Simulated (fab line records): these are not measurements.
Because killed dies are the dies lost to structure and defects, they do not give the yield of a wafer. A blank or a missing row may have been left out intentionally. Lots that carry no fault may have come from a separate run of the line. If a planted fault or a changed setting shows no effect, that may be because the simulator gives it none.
fab line records | flow n5-finfet
[record] lots = 7 | wafers = 39
route steps=1938 shown FIN_SAQP@120 FIN_CUT@173 DUMMY_GATE@228 HKMG_FIN@395 MOL_CONTACT_COAG@523 BEOL_M4@1111
start-h: hours from the record's first day to the start of the lot's first wafer shown | wait-h: how many hours have passed since the lot's step before this one | " the same as in the row above | L1.1+2: a row that stands for several wafers | - no value, or no start given | * or withheld: withheld | < > ~ a bound
route shown NAME@n: NAME is a module with steps in the file, n the number in the route of the first one | usual: mean and standard deviation over wafers with no fault | same: alike in all rows | chamber/n: place in a boat | sites: the reading at each site | _std_site: how widely they spread, as a standard deviation | _edge_site: the outer-site mean with the inner-site mean subtracted | radius-mm: how far each site lies from the wafer's centre | mask NAME#n: copy n | behind: the most recent tool/chamber to have shaped the wafer | hold: why the lot went on hold/how many hours it stayed there/how the hold came to an end | device: names the non-switching transistor (n, p or np) | end of line: the tests these same wafers got at the end of their route | where a step has no rows: the recipe by itself | killed: at the first sort, the dies lost to defects and structure; wafer yield is something else | map: shows each die of a wafer: x if killed, . if not, _ if none is there
set.NAME: the run value of the setting; set.NAME@STEP: its run value at that earlier step | model.NAME: the simulator's own value behind a step, which no gauge read
lots run with intentionally changed settings; tables by step, rows by wafer
[[steps]]
[step N5_FIN_SAQP_MANDREL_ETCH_22]
[recipe] target-depth-a = 600 | chemistry = HBr/Cl2 | target = a-Si | stop-on = SiNx | bt-time-s = 10 | over-etch-frac = 0.5 | time-s = 30 | pressure-mtorr = 10 | icp-w = 800 | bias-w = 75 | HBr_flow_sccm = 150 | Cl2_flow_sccm = 80 | ends = end-point
[step N5_FIN_CUT_CUT_ETCH_26]
[recipe] chemistry = CH3F/O2 | target = SiNx | target-depth-a = 390 | mask-material = SOC | time-s = 55.7 | pressure-mtorr = 30 | source-w = 395 | bias-w = 73 | Ar_flow_sccm = 150 | CH3F_flow_sccm = 30 | O2_flow_sccm = 20 | ion-energy-ev = 120
[step N5_DUMMY_GATE_EXPOSE_12]
[recipe] mask-id = GATE | na = 0.33 | source-shape = annular | sigma-inner = 0.2 | sigma-outer = 0.6 | polarization = unpolarized | target-cd-nm = 25 | dose-mj = 34
[step N5_HKMG_FIN_EXPOSE_46]
[recipe] mask-id = NDIPOLE | na = 1.35 | source-shape = conventional | sigma-outer = 0.8 | polarization = unpolarized | dose-mj = 40
[step N5_HKMG_FIN_CVD_62]
[recipe] material = a-Si | target-thk-a = 30 | temp-c = 500 | precursor = Si2H6 | pressure-torr = 1 | time-s = 20.8
[step N5_HKMG_FIN_RTA_80]
[recipe] temp-c = withheld | time-s = 2 | ambient = N2 | idle-temp-c = 600 | ramp-up-c-per-s = 150 | ramp-down-c-per-s = 60 | cool-to-c = 600
[step N5_MOL_CONTACT_COAG_EXPOSE_05]
[recipe] mask-id = CA | na = 0.33 | source-shape = annular | sigma-inner = 0.4 | sigma-outer = 0.8 | polarization = unpolarized | defocus-nm = 0 | dose-mj = 38.25
[step N5_MOL_CONTACT_COAG_ETCHBACK_136]
[recipe] chemistry = CHF3 | target = SiO2 | target-depth-a = 250 | time-s = 16.7 | ion-energy-ev = 200 | pressure-mtorr = 30 | source-w = 610 | bias-w = 170 | Ar_flow_sccm = 200 | CHF3_flow_sccm = 50
[step N5_BEOL_M4_RC_MEAS_101]
[usual] RC_DENSE_N = 18.9/0.69 | RC_DENSE_P = 23.6/0.88 | RC_N = 15.4/0.54 | RC_P = 19.2/0.69
lot.wafer | tool      | chamber | start-h | wait-h | set.over-etch-frac@FIN_SAQP_MANDREL_ETCH_22 | set.source-w@FIN_CUT_CUT_ETCH_26 | set.dose-mj@DUMMY_GATE_EXPOSE_12 | set.dose-mj@HKMG_FIN_EXPOSE_46 | set.time-s@HKMG_FIN_CVD_62 | set.time-s@HKMG_FIN_RTA_80 | set.dose-mj@MOL_CONTACT_COAG_EXPOSE_05 | set.target-depth-a@MOL_CONTACT_COAG_ETCHBACK_136 | RC_DENSE_N[ohm.um] | RC_DENSE_P[ohm.um] | RC_N[ohm.um] | RC_P[ohm.um]
L077.1    | prober-02 | 0       | 206.65  | 0.0    | 0.5                                         | 395                              | 34                               | 40                             | 20.59                      | 1.745                      | 38.25                                  | 229.7                                            | 19.0               | 23.5               | 15.3         | 19.0
L077.2    | "         | 0       | "       | "      | 0.5357                                      | 395                              | 34                               | 40                             | 20.8                       | 1.745                      | 38.25                                  | 250                                              | 19.8               | 24.6               | 16.0         | 20.1
L077.3    | "         | 0       | "       | "      | 0.5                                         | 421.6                            | 34                               | 40.81                          | 20.59                      | 1.745                      | 38.25                                  | 229.7                                            | 18.6               | 23.3               | 15.1         | 18.8
L077.4    | "         | 0       | "       | "      | 0.5357                                      | 395                              | 34                               | 40.81                          | 20.59                      | 2                          | 38.25                                  | 250                                              | 20.4               | 25.3               | 16.6         | 20.7
L077.5    | "         | 0       | "       | "      | 0.5                                         | 421.6                            | 34                               | 40                             | 20.8                       | 2                          | 38.25                                  | 250                                              | 20.3               | 25.3               | 16.6         | 20.5
L077.6    | "         | 0       | "       | "      | 0.5357                                      | 421.6                            | 34                               | 40.81                          | 20.8                       | 2                          | 38.25                                  | 229.7                                            | 18.8               | 23.2               | 15.4         | 19.1
L082.3    | prober-01 | 0       | 222.84  | 0.3    | 0.5                                         | 395                              | 34                               | 40                             | 20.8                       | 2                          | 38.25                                  | 250                                              | 18.8               | 23.8               | 15.5         | 19.4
L082.4    | "         | 0       | "       | "      | 0.5                                         | 395                              | 34                               | 40                             | 20.8                       | 2                          | 38.25                                  | 250                                              | 18.9               | 23.7               | 15.5         | 19.2
L082.6    | "         | 0       | "       | "      | 0.5                                         | 395                              | 34                               | 40                             | 20.8                       | 2                          | 38.25                                  | 250                                              | 18.8               | 23.5               | 15.4         | 19.3
L084.1    | prober-02 | 0       | 244.31  | 0.0    | 0.5323                                      | 395                              | 34.84                            | 41.57                          | 20.51                      | 1.824                      | 36.64                                  | 250                                              | 22.7               | 28.3               | 18.2         | 22.7
L084.2    | "         | 0       | "       | "      | 0.5                                         | 395                              | 34.84                            | 41.57                          | 20.8                       | 2                          | 38.25                                  | 250                                              | 19.6               | 24.4               | 15.9         | 19.8
L084.3    | "         | 0       | "       | "      | 0.5                                         | 395                              | 34                               | 40                             | 20.51                      | 1.824                      | 36.64                                  | 250                                              | 20.9               | 26.0               | 16.9         | 20.9
L084.4    | "         | 0       | "       | "      | 0.5323                                      | 395                              | 34                               | 41.57                          | 20.8                       | 2                          | 36.64                                  | 250                                              | 20.7               | 25.2               | 16.9         | 20.9
L084.5    | "         | 0       | "       | "      | 0.5323                                      | 395                              | 34.84                            | 40                             | 20.51                      | 2                          | 38.25                                  | 250                                              | 19.7               | 24.3               | 15.8         | 19.7
L084.6    | "         | 0       | "       | "      | 0.5                                         | 395                              | 34                               | 40                             | 20.8                       | 1.824                      | 38.25                                  | 250                                              | 20.0               | 24.7               | 16.0         | 20.1
L089.1    | prober-02 | 0       | 275.70  | 0.0    | 0.4735                                      | 395                              | 34                               | 37.68                          | 20.54                      | 2                          | 39.82                                  | 250                                              | 16.7               | 20.6               | 13.6         | 16.9
L089.2    | "         | 0       | "       | "      | 0.5                                         | 364.6                            | 34                               | 40                             | 20.8                       | 2                          | 38.25                                  | 250                                              | 18.1               | 22.5               | 14.7         | 18.3
L089.3    | "         | 0       | "       | "      | 0.5                                         | 395                              | 34                               | 37.68                          | 20.54                      | 2                          | 38.25                                  | 284.4                                            | 19.0               | 23.6               | 15.6         | 19.3
L089.4    | "         | 0       | "       | "      | 0.4735                                      | 364.6                            | 34                               | 40                             | 20.54                      | 2                          | 38.25                                  | 250                                              | 18.5               | 22.9               | 15.2         | 18.7
L089.5    | "         | 0       | "       | "      | 0.5                                         | 364.6                            | 34                               | 37.68                          | 20.8                       | 2                          | 39.82                                  | 284.4                                            | 17.2               | 21.1               | 13.9         | 17.3
L089.6    | "         | 0       | "       | "      | 0.4735                                      | 395                              | 34                               | 40                             | 20.8                       | 2                          | 39.82                                  | 284.4                                            | 17.2               | 21.4               | 14.1         | 17.6
L088.1    | prober-01 | 0       | 276.68  | 0.0    | 0.5                                         | 422.4                            | 35.72                            | 40                             | 20.69                      | 2                          | 40.13                                  | 250                                              | 16.9               | 21.3               | 13.9         | 17.4
L088.2    | "         | 0       | "       | "      | 0.5                                         | 422.4                            | 34                               | 40                             | 20.8                       | 1.777                      | 38.25                                  | 250                                              | 18.6               | 23.4               | 15.2         | 19.4
L088.3    | "         | 0       | "       | "      | 0.5                                         | 395                              | 35.72                            | 40                             | 20.8                       | 1.777                      | 40.13                                  | 250                                              | 17.1               | 21.6               | 14.0         | 17.7
L088.4    | "         | 0       | "       | "      | 0.5                                         | 395                              | 34                               | 40                             | 20.8                       | 2                          | 40.13                                  | 250                                              | 17.5               | 22.0               | 14.2         | 18.1
L088.5    | "         | 0       | "       | "      | 0.5                                         | 422.4                            | 35.72                            | 40                             | 20.69                      | 2                          | 38.25                                  | 250                                              | 18.0               | 22.6               | 14.7         | 18.6
L088.6    | "         | 0       | "       | "      | 0.5                                         | 395                              | 34                               | 40                             | 20.69                      | 1.777                      | 38.25                                  | 250                                              | 18.7               | 23.7               | 15.4         | 19.3
L093.1    | prober-01 | 0       | 286.74  | 0.4    | 0.4723                                      | 327.3                            | 34                               | 40                             | 20.8                       | 2                          | 38.25                                  | 250                                              | 18.9               | 23.6               | 15.2         | 19.3
L093.2    | "         | 0       | "       | "      | 0.4723                                      | 395                              | 34                               | 42.74                          | 20.8                       | 2.264                      | 38.25                                  | 267.5                                            | 19.3               | 24.2               | 15.8         | 19.7
L093.3    | "         | 0       | "       | "      | 0.5                                         | 327.3                            | 34                               | 40                             | 20.8                       | 2.264                      | 39.06                                  | 250                                              | 18.2               | 22.8               | 15.1         | 18.7
L093.4    | "         | 0       | "       | "      | 0.5                                         | 395                              | 34                               | 42.74                          | 20.8                       | 2                          | 39.06                                  | 250                                              | 18.3               | 22.9               | 15.0         | 18.7
L093.5    | "         | 0       | "       | "      | 0.5                                         | 395                              | 34                               | 40                             | 20.8                       | 2                          | 38.25                                  | 267.5                                            | 18.9               | 23.7               | 15.4         | 19.1
L093.6    | "         | 0       | "       | "      | 0.4723                                      | 327.3                            | 34                               | 42.74                          | 20.8                       | 2.264                      | 39.06                                  | 267.5                                            | 18.4               | 23.0               | 15.0         | 18.8
L096.1    | prober-01 | 0       | 308.34  | 0.0    | 0.5                                         | 419.3                            | 34                               | 40                             | 20.8                       | 2                          | 38.25                                  | 250                                              | 18.8               | 23.8               | 15.4         | 19.4
L096.2    | "         | 0       | "       | "      | 0.5                                         | 395                              | 34                               | 42.75                          | 20.61                      | 2                          | 38.25                                  | 250                                              | 18.4               | 23.4               | 15.3         | 19.0
L096.3    | "         | 0       | "       | "      | 0.5                                         | 419.3                            | 34                               | 42.75                          | 20.61                      | 2                          | 36.73                                  | 250                                              | 19.7               | 24.7               | 16.1         | 20.4
L096.4    | "         | 0       | "       | "      | 0.5                                         | 419.3                            | 34                               | 42.75                          | 20.8                       | 2                          | 38.25                                  | 250                                              | 18.6               | 23.3               | 15.0         | 19.0
L096.5    | "         | 0       | "       | "      | 0.5                                         | 395                              | 34                               | 40                             | 20.61                      | 2                          | 36.73                                  | 250                                              | 20.6               | 26.0               | 16.8         | 21.1
L096.6    | "         | 0       | "       | "      | 0.5                                         | 395                              | 34                               | 40                             | 20.8                       | 2                          | 36.73                                  | 250                                              | 20.5               | 26.1               | 16.9         | 20.9
[[key]]
[split] step = N5_FIN_SAQP_MANDREL_ETCH_22 | setting = over-etch-frac | stated-as = 0.5
response none clear
[split] step = N5_FIN_CUT_CUT_ETCH_26 | setting = source-w | stated-as = 395
response none clear
[split] step = N5_DUMMY_GATE_EXPOSE_12 | setting = dose-mj | stated-as = 34
response none clear
[split] step = N5_HKMG_FIN_EXPOSE_46 | setting = dose-mj | stated-as = 40
response none clear
[split] step = N5_HKMG_FIN_CVD_62 | setting = time-s | stated-as = 20.8
response none clear
[split] step = N5_HKMG_FIN_RTA_80 | setting = time-s | stated-as = 2
response none clear
[split] step = N5_MOL_CONTACT_COAG_EXPOSE_05 | setting = dose-mj | stated-as = 38.25
[response] step = N5_BEOL_M4_RC_MEAS_101 | reading = RC_N | slope = -0.29 | per = 1% | together-with = all | explained = 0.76
[response] step = N5_BEOL_M4_RC_MEAS_101 | reading = RC_P | slope = -0.352 | per = 1% | together-with = all | explained = 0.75
[response] step = N5_BEOL_M4_RC_MEAS_101 | reading = RC_DENSE_N | slope = -0.348 | per = 1% | together-with = all | explained = 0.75
[response] step = N5_BEOL_M4_RC_MEAS_101 | reading = RC_DENSE_P | slope = -0.44 | per = 1% | together-with = all | explained = 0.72
[split] step = N5_MOL_CONTACT_COAG_ETCHBACK_136 | setting = target-depth-a | stated-as = 250
response none clear
